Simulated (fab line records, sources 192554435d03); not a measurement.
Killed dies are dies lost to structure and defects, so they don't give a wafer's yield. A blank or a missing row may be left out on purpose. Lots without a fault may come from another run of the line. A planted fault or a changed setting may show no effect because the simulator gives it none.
Which tool did it? | flow n5_finfet | 23 lots, 69 wafers sampled, at 1 step of a route of 1938

WHAT THE GAUGES READ, wafer by wafer
N5_HKMG_FIN_CD_MEAS_49: target cd 202 nm. Usual: cd_nm 202.4 nm, standard deviation 0.7.
lot  | measured    | on        | cd_nm (nm)        | flag
L074 | day 3 23:13 | cd_sem-01 | 203.0 201.8 202.2 |
L075 | day 4 07:25 | cd_sem-03 | 202.7 202.8 202.7 |
L076 | day 4 13:08 | cd_sem-03 | 202.9 202.6 203.3 |
L077 | day 4 17:32 | cd_sem-03 | 202.0 202.4 202.5 |
L078 | day 5 01:14 | cd_sem-02 | 201.7 201.9 201.3 |
L079 | day 5 08:18 | cd_sem-02 | 202.8 203.2 203.3 |
L080 | day 5 13:29 | cd_sem-03 | 202.5 201.6 201.2 |
L081 | day 5 16:35 | cd_sem-03 | 202.7 201.8 203.5 |
L082 | day 6 02:01 | cd_sem-02 | 202.8 202.3 202.2 |
L083 | day 6 08:24 | cd_sem-03 | 203.7 202.4 203.4 |
L084 | day 6 14:08 | cd_sem-02 | 202.4 202.7 201.6 |
L085 | day 6 20:06 | cd_sem-02 | 203.3 203.6 201.7 |
L086 | day 7 02:52 | cd_sem-03 | 201.9 202.2 202.0 |
L087 | day 7 05:37 | cd_sem-01 | 202.6 203.9 203.0 |
L088 | day 7 08:40 | cd_sem-03 | 203.2 203.0 203.2 |
L089 | day 7 16:13 | cd_sem-01 | 202.3 201.5 201.8 |
L090 | day 7 21:46 | cd_sem-02 | 202.3 201.1 201.4 |
L091 | day 8 04:13 | cd_sem-03 | 201.4 202.7 202.2 |
L092 | day 8 11:22 | cd_sem-03 | 202.7 201.5 202.3 |
L094 | day 9 00:24 | cd_sem-03 | 202.0 202.7 201.8 |
L095 | day 9 03:53 | cd_sem-02 | 202.1 202.0 202.4 |
L096 | day 9 16:23 | cd_sem-02 | 202.5 203.5 202.6 |
L097 | day 9 17:28 | cd_sem-02 | 202.5 203.0 202.0 |

WHICH TOOL RAN EACH LOT (tool, then ch and the chambers of the sampled wafers, then the start)
The record holds no process step before these readings.

WHAT THE TOOLS THEMSELVES READ (means of the sampled wafers that have a number; where no wafer has one, the mark that the record gives instead)
The record holds no such reading with a usual standard deviation.

THE ANSWER, worked out from the rows above alone
Rule: a lot is off if the mean of its wafers that have a number lies more than 3 standard deviations from the usual mean. A lot without any number at a reading at which 4 lots or more have one is off too. The other lots that the step has rows for count as sound. The gauges are gone through in route order, then the tools' own readings, and for those a lot's mean is taken as printed above. The first step at which some lot is off is used, and at that step the reading that is off furthest; a lot without a number counts as furthest.
No lot is off at any reading shown: from this, nothing can be told.

WHAT THE SIMULATOR HAD PUT IN
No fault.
